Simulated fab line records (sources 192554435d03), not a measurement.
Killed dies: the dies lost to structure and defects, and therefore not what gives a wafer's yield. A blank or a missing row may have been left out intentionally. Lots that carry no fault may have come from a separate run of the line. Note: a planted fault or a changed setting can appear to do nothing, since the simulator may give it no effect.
Chamber matching	flow n5 finfet	N5_BEOL_M14_DEP_53 on pecvd-01 has 3 sister chambers
The step deposits SiCN from 3MS/NH3, target thk 50 nm, time 17.8 s. 3 wafers are shown with their chamber, then 9 later ones without.

## EACH WAFER AND ITS CHAMBER
wafer	chamber	showerhead plenum p Torr (Torr)
L993.1	2	4.176
L993.3	1	4.156
L993.4	0	4.166

## WAFERS WITHOUT THEIR CHAMBER
wafer	showerhead plenum p Torr (Torr)
L996.1	4.168
L996.4	4.160
L996.5	4.158
L998.2	4.169
L998.3	4.163
L998.5	4.165
L999.2	4.178
L999.4	4.177
L999.6	4.162

## WHICH CHAMBER EACH ONE RAN IN
wafer	from the rows above	in truth
L996.1	0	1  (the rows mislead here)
L996.4	can't be placed: 1 or 0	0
L996.5	1	1
L998.2	can't be placed: 0 or 2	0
L998.3	can't be placed: 0 or 1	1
L998.5	0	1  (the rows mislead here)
L999.2	2	2
L999.4	2	2
L999.6	can't be placed: 0 or 1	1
Correct placement for 3 of the 9. Not placeable from these rows: 4 (in 4, the candidates include the true chamber). Number placed wrongly: 2.
How it was worked out, from the rows above alone: a wafer's distance from a chamber is the root of the sum, over the readings, of the square of ((its reading less the chamber's mean) divided by the reading's scatter). The wafer belongs to the nearest chamber; if the next one is less than 2 further off, it can't be placed. The mean given for a chamber averages the wafers shown for that chamber. The scatter: root of mean squared gap, hidden wafer to nearest shown wafer, with one shown wafer a chamber.
